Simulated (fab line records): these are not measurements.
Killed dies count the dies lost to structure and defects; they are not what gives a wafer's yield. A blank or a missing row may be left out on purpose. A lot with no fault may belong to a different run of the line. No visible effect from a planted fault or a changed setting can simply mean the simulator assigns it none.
fab line records	flow nandHarc
[record] lots = 14	wafers = 42	lastDay = 33
route steps=1302 shown A_STAIRCASE@714
lots untouched by any fault: they come from a run of this same line in which no faults occurred
startH: the number of hours between the record's first day and the start of the first shown wafer of the lot	waitH: time in hours since the lot's previous step	" same as the row above	L1.1+2: one row covering several wafers at once	- no value, or no start given	* or withheld: withheld	< > ~ a bound
route shown NAME@n: NAME is a module with steps in the file, n the number in the route of the first one	usual: average and standard deviation across the fault-free wafers	same: alike in all rows	chamber/n: place in a boat	sites: per-site readings	_std_site: how widely they spread, as a standard deviation	_edge_site: inner sites' mean taken away from outer sites' mean	radiusMm: how far each site lies from the wafer's centre	mask NAME#n: copy n	behind: the last tool/chamber to shape the wafer	hold: what put the lot on hold/how long, in hours/how the hold closed	device: names the non-switching transistor (n, p or np)	end of line: the route-end tests of the same wafers	a step with no rows: only its recipe	killed: dies lost to structure and defects at the first sort, not the wafer's yield	map: per-die view of a wafer (x killed, . not killed, _ where there is no die)
set.NAME: the setting the step ran with; set.NAME@STEP: the setting that earlier step ran with	model.NAME: the simulator's own value behind a step, which no gauge read
the route's steps for a sample of lots (tables are steps, rows are wafers)
services: from which hour (startH, from the record's first day; less than 0 if before it) a tool's chamber was out of use, for how many hours, and why
[[steps]]
[step NHARC_A_STAIRCASE_TRIM_200]
[recipe] timeS = 211.2	o2FlowSccm = 500	arFlowSccm = 0	biasW = 0	chemistry = O2
[usual] drypumpMotorCurrentA = 5.8/0.35	oesProductAu = 1.008/0.012	rfVppV = 57.9/0.88	showerheadPlenumPTorr = 3.57/0.17	throttleValvePct = 17.037/0.0087
lot.wafer	tool	chamber	startH	waitH	drypumpMotorCurrentA	oesProductAu	rfHoursCounterH	rfVppV	showerheadPlenumPTorr	throttleValvePct
L859.3	rieDiel-02	3	-	-	5.5	1.014	42	57.9	3.78	17.027
L859.4	"	1	"	"	6.2	1.004	45	57.4	3.54	17.026
L859.5	"	0	"	"	6.1	0.993	-	59.8	3.44	17.043
L860.3	rieDiel-10	2	-	-	5.4	1.003	29	56.2	3.29	17.031
L860.4	"	3	"	"	6.0	0.992	-	59.0	3.65	17.034
L860.6	"	2	"	"	5.4	1.005	-	56.7	3.29	17.054
L861.1	rieDiel-02	2	-	-	6.1	1.005	45	58.8	3.34	17.032
L861.2	"	0	"	"	6.1	0.995	57	58.4	3.44	17.044
L861.5	"	2	"	"	6.1	1.009	-	57.6	3.34	17.034
L863.1	rieDiel-01	1	-	-	6.0	1.002	2	57.4	3.48	17.053
L863.3	"	2	"	"	5.8	0.999	2	58.6	3.77	17.040
L863.6	"	0	"	"	4.8	1.002	-	57.6	3.53	17.038
L867.2	rieDiel-02	3	-	-	5.5	0.995	18	59.2	3.77	17.051
L867.3	"	2	"	"	6.1	1.012	17	56.9	3.33	17.058
L867.5	"	0	"	"	6.1	1.014	-	57.0	3.43	17.030
L869.3	rieDiel-02	0	-	-	6.1	1.018	18	58.0	3.43	17.027
L869.2	"	2	"	"	6.1	1.012	21	56.2	3.33	17.043
L869.5	"	0	"	"	6.1	1.004	-	57.4	3.43	17.031
L874.4	rieDiel-02	0	-	-	6.1	1.008	32	57.6	3.42	17.045
L874.6	"	0	"	"	6.1	1.007	-	57.5	3.42	17.039
L874.5	"	1	"	"	6.3	1.013	-	58.7	3.52	17.030
L873.2	rieDiel-02	0	-	-	6.1	1.018	32	56.8	3.42	17.042
L873.3	"	1	"	"	6.2	1.016	33	58.9	3.52	17.033
L873.6	"	3	"	"	5.5	0.984	-	59.7	3.76	17.022
L875.3	rieDiel-10	1	-	-	5.8	1.034	25	57.3	3.53	17.040
L875.1	"	2	"	"	5.4	1.013	25	56.8	3.79	17.060
L875.5	"	1	"	"	5.8	1.031	-	56.6	3.53	17.016
L877.2	rieDiel-10	0	-	-	5.4	1.001	36	58.0	3.75	17.046
L877.5	"	3	"	"	5.9	0.991	-	59.5	3.61	17.036
L877.6	"	0	"	"	5.5	1.007	-	58.5	3.75	17.045
L878.1	rieDiel-02	2	-	-	6.1	1.019	44	57.8	3.32	17.026
L878.2	"	0	"	"	6.1	1.018	43	57.4	3.41	17.040
L878.5	"	2	"	"	6.1	1.007	-	57.6	3.32	17.047
L879.2	rieDiel-10	0	-	-	5.5	1.007	45	57.8	3.75	17.035
L879.6	"	2	"	"	5.4	1.019	-	59.3	3.78	17.039
L879.5	"	3	"	"	5.9	0.995	-	58.5	3.61	17.037
L882.4	rieDiel-10	0	-	-	5.4	1.011	50	59.0	3.75	17.027
L882.3	"	2	"	"	5.4	1.024	45	57.6	3.78	17.040
L882.5	"	1	"	"	5.8	1.019	-	57.1	3.52	17.030
L881.2	rieDiel-02	2	-	-	6.1	1.017	0	58.7	3.31	17.031
L881.4	"	0	"	"	6.1	1.006	1	57.8	3.41	17.045
L881.6	"	3	"	"	5.5	0.994	-	57.3	3.75	17.046
[step NHARC_A_STAIRCASE_ETCH_201]
[recipe] targetDepthA = 1000	timeS = 40.5	ionEnergyEv = 400	c4f8FlowSccm = 20	o2FlowSccm = 10	arFlowSccm = withheld	rfW = 600	biasW = 1000	chemistry = C4F8/O2
[usual] oesProductAu = 0.951/0.014	rfVppV = 897/5.9
lot.wafer	tool	chamber	startH	waitH	oesProductAu	rfHoursCounterH	rfVppV
L859.3	rieDiel-02	0	-	-	0.931	50	891
L859.4	"	1	"	"	0.949	45	898
L859.5	"	1	"	"	0.956	-	897
L860.3	rieDiel-10	1	-	-	0.960	42	898
L860.4	"	2	"	"	0.940	-	889
L860.6	"	3	"	"	0.928	-	900
L861.2	rieDiel-02	2	-	-	0.933	45	890
L861.1	"	3	"	"	0.938	51	905
L861.5	"	3	"	"	0.930	-	905
L863.1	rieDiel-01	2	-	-	0.940	2	905
L863.3	"	3	"	"	0.948	2	906
L863.6	"	1	"	"	0.936	-	895
L867.3	rieDiel-02	0	-	-	0.951	14	892
L867.2	"	3	"	"	0.945	18	906
L867.5	"	1	"	"	0.964	-	896
L869.2	rieDiel-02	1	-	-	0.965	17	896
L869.3	"	2	"	"	0.955	21	887
L869.5	"	1	"	"	0.966	-	895
L874.4	rieDiel-02	3	-	-	0.933	34	903
L874.6	"	2	"	"	0.959	-	889
L874.5	"	3	"	"	0.946	-	905
L873.2	rieDiel-02	2	-	-	0.960	35	889
L873.3	"	3	"	"	0.941	34	906
L873.6	"	1	"	"	0.978	-	896
L875.1	rieDiel-10	1	-	-	0.954	25	896
L875.3	"	2	"	"	0.950	26	905
L875.5	"	0	"	"	0.953	-	904
L877.2	rieDiel-10	0	-	-	0.942	36	905
L877.5	"	2	"	"	0.970	-	905
L877.6	"	3	"	"	0.939	-	898
L878.2	rieDiel-02	2	-	-	0.955	44	889
L878.1	"	3	"	"	0.911	43	903
L878.5	"	2	"	"	0.948	-	890
L879.2	rieDiel-10	2	-	-	0.948	41	906
L879.6	"	1	"	"	0.974	-	897
L879.5	"	2	"	"	0.951	-	905
L882.3	rieDiel-10	0	-	-	0.957	50	904
L882.4	"	1	"	"	0.955	42	896
L882.5	"	2	"	"	0.965	-	906
L881.2	rieDiel-02	2	-	-	0.968	0	889
L881.4	"	1	"	"	0.950	0	896
L881.6	"	3	"	"	0.938	-	903
[step NHARC_A_STAIRCASE_EXPOSE_214]
[recipe] na = 0.5	doseMj = 31.26	maskId = STAIR_3
[usual] exposureDoseMJCm2 = 31.260/0.029	focusOffsetNm = 0.0/0.56
lot.wafer	tool	chamber	startH	waitH	mask	exposureDoseMJCm2	focusOffsetNm
L859.3	krfScanner-01	0	367.68	-	STAIR_3#0	31.277	0.3
L859.4	"	0	"	"	STAIR_3#0	31.265	-0.2
L859.5	"	0	"	"	STAIR_3#0	31.291	-0.1
L860.3	krfScanner-01	0	371.61	-	STAIR_3#0	31.258	0.4
L860.4	"	0	"	"	STAIR_3#0	31.279	0.0
L860.6	"	0	"	"	STAIR_3#0	31.300	-0.1
L861.1	krfScanner-03	0	388.47	-	STAIR_3#0	31.234	-0.1
L861.2	"	0	"	"	STAIR_3#0	31.285	0.3
L861.5	"	0	"	"	STAIR_3#0	31.291	1.1
L863.1	krfScanner-04	0	397.58	-	STAIR_3#0	31.206	0.2
L863.3	"	0	"	"	STAIR_3#0	31.229	-0.4
L863.6	"	0	"	"	STAIR_3#0	31.228	0.2
L867.2	krfScanner-01	-	450.90	-	STAIR_3#0	-	-
L867.3	"	-	"	"	STAIR_3#0	-	-
L867.5	"	-	"	"	STAIR_3#0	-	-
L869.2	krfScanner-04	-	465.85	-	STAIR_3#0	-	-
L869.3	"	-	"	"	STAIR_3#0	-	-
L869.5	"	-	"	"	STAIR_3#0	-	-
L874.4	krfScanner-01	0	505.70	-	STAIR_3#0	31.252	0.1
L874.5	"	0	"	"	STAIR_3#0	31.195	0.6
L874.6	"	0	"	"	STAIR_3#0	31.207	-0.4
L873.2	krfScanner-03	0	507.80	-	STAIR_3#0	31.295	0.3
L873.3	"	0	"	"	STAIR_3#0	31.258	0.2
L873.6	"	0	"	"	STAIR_3#0	31.207	-0.1
L875.1	krfScanner-01	0	529.82	-	STAIR_3#0	31.296	0.1
L875.3	"	0	"	"	STAIR_3#0	31.247	-0.2
L875.5	"	0	"	"	STAIR_3#0	31.260	0.8
L877.2	krfScanner-01	0	544.34	-	STAIR_3#0	31.270	-0.3
L877.5	"	0	"	"	STAIR_3#0	31.244	0.5
L877.6	"	0	"	"	STAIR_3#0	31.278	-0.3
L878.1	krfScanner-03	0	544.57	-	STAIR_3#0	31.265	-0.5
L878.2	"	0	"	"	STAIR_3#0	31.256	-0.7
L878.5	"	0	"	"	STAIR_3#0	31.315	0.0
L879.2	krfScanner-04	0	573.27	-	STAIR_3#0	31.269	0.6
L879.5	"	0	"	"	STAIR_3#0	31.321	0.6
L879.6	"	0	"	"	STAIR_3#0	31.256	-0.4
L882.3	krfScanner-01	0	583.71	-	STAIR_3#0	31.224	0.2
L882.4	"	0	"	"	STAIR_3#0	31.268	0.3
L882.5	"	0	"	"	STAIR_3#0	31.271	-0.2
L881.2	krfScanner-04	0	583.86	-	STAIR_3#0	31.245	-1.3
L881.4	"	0	"	"	STAIR_3#0	31.259	0.2
L881.6	"	0	"	"	STAIR_3#0	31.266	-1.5
[step NHARC_A_STAIRCASE_ETCH_221]
[recipe] targetDepthA = 1000	timeS = 40.5	ionEnergyEv = 400	c4f8FlowSccm = 20	o2FlowSccm = 10	arFlowSccm = withheld	rfW = 600	biasW = 1000	chemistry = C4F8/O2
[usual] oesProductAu = 0.947/0.014	rfVppV = 898/5.7
lot.wafer	tool	chamber	startH	waitH	oesProductAu	rfHoursCounterH	rfVppV
L859.3	rieDiel-10	0	-	-	0.963	40	905
L859.4	"	3	"	"	0.936	34	899
L859.5	"	0	"	"	0.964	-	905
L860.3	rieDiel-01	3	-	-	0.960	48	905
L860.4	"	1	"	"	0.968	54	894
L860.6	"	0	"	"	0.940	-	896
L861.1	rieDiel-10	2	-	-	0.948	37	887
L861.2	"	3	"	"	0.946	43	899
L861.5	"	1	"	"	0.977	-	898
L863.3	rieDiel-10	2	-	-	0.933	43	886
L863.1	"	3	"	"	0.928	48	898
L863.6	"	2	"	"	0.941	-	886
L867.3	rieDiel-01	3	-	-	0.931	22	903
L867.2	"	2	"	"	0.932	21	904
L867.5	"	3	"	"	0.935	-	904
L869.3	rieDiel-10	2	-	-	0.950	8	904
L869.2	"	0	"	"	0.926	11	905
L869.5	"	3	"	"	0.916	-	900
L874.4	rieDiel-01	1	-	-	0.937	38	895
L874.5	"	1	"	"	0.954	-	893
L874.6	"	2	"	"	0.958	-	901
L873.2	rieDiel-10	1	-	-	0.941	18	898
L873.3	"	3	"	"	0.927	24	900
L873.6	"	1	"	"	0.949	-	897
L875.1	rieDiel-02	3	-	-	0.915	39	905
L875.3	"	0	"	"	0.939	39	891
L875.5	"	1	"	"	0.946	-	895
L877.2	rieDiel-01	0	-	-	0.948	48	894
L877.6	"	3	"	"	0.939	-	902
L877.5	"	0	"	"	0.942	-	896
L878.2	rieDiel-01	0	-	-	0.938	49	896
L878.1	"	1	"	"	0.934	49	892
L878.5	"	0	"	"	0.935	-	895
L879.2	rieDiel-01	3	-	-	0.950	4	901
L879.5	"	2	"	"	0.922	-	904
L879.6	"	3	"	"	0.927	-	902
L882.4	rieDiel-10	3	-	-	0.935	49	899
L882.3	"	1	"	"	0.953	42	895
L882.5	"	2	"	"	0.951	-	905
L881.4	rieDiel-02	2	-	-	0.949	1	889
L881.2	"	3	"	"	0.935	1	904
L881.6	"	2	"	"	0.956	-	889
[[services]]
tool	chamber	startH	hours	kind
rieDiel-01	1	349.19	1.7	repair
rieDiel-10	-	351.67	2.7	repair
krfScanner-04	-	353.78	0.4	repair
rieDiel-10	0	368.82	15.9	repair
rieDiel-01	-	380.96	9.0	pm
rieDiel-02	-	393.71	9.0	pm
krfScanner-03	-	396.00	4.0	pm
rieDiel-10	0	405.13	4.4	repair
rieDiel-10	-	422.96	9.0	pm
rieDiel-01	0	429.08	2.5	repair
rieDiel-10	1	463.91	12.3	repair
krfScanner-03	-	477.27	2.3	repair
krfScanner-01	-	484.00	4.0	pm
krfScanner-01	-	493.99	2.7	repair
rieDiel-10	0	498.78	5.2	repair
rieDiel-02	0	511.33	1.3	repair
krfScanner-01	-	517.39	1.0	repair
krfScanner-03	-	522.68	1.2	repair
krfScanner-04	-	526.18	4.0	pm
rieDiel-10	0	539.17	2.1	repair
rieDiel-02	1	551.20	4.7	repair
rieDiel-01	-	557.96	9.0	pm
krfScanner-03	-	568.00	4.0	pm
rieDiel-02	-	570.74	9.0	pm
[[key]]
[firstSign] step = NHARC_A_STAIRCASE_EXPOSE_214	reading = toolRecord	direction = missing
effect none on later readings
metAt NHARC_A_STAIRCASE_EXPOSE_214
struckLots L867,L869
laterRowsLeftOut L867.2,L867.3,L867.5,L869.2,L869.3,L869.5
sortLeftOut L867.2,L867.3,L867.5,L869.2,L869.3,L869.5
testerLeftOut L867,L869
notActingAt NHARC_A_STAIRCASE_TRIM_200,NHARC_A_STAIRCASE_ETCH_201,NHARC_A_STAIRCASE_ETCH_221
onsetBetween 397.58 450.90
[fault] kind = skippedStepWhole	tool = krfScanner-01,krfScanner-04	chamber = -	onsetH = 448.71	steps = NHARC_A_STAIRCASE_EXPOSE_214	scope = struckLotsOnly
// testerLeftOut: of these lots the tester's yield and bins aren't shown, on N5 and GAA mostly nor the transistor test; their killed dies are dies lost to structure and defects alone, not to doping, threshold or leakage, so they don't give the yield
// sortLeftOut: the simulated sort isn't trusted on such a fault, so these wafers' sort isn't shown, and their yield isn't known
// laterRowsLeftOut: the simulator's readings of these wafers behind a module that went badly wrong aren't trusted and aren't shown, but for the sort
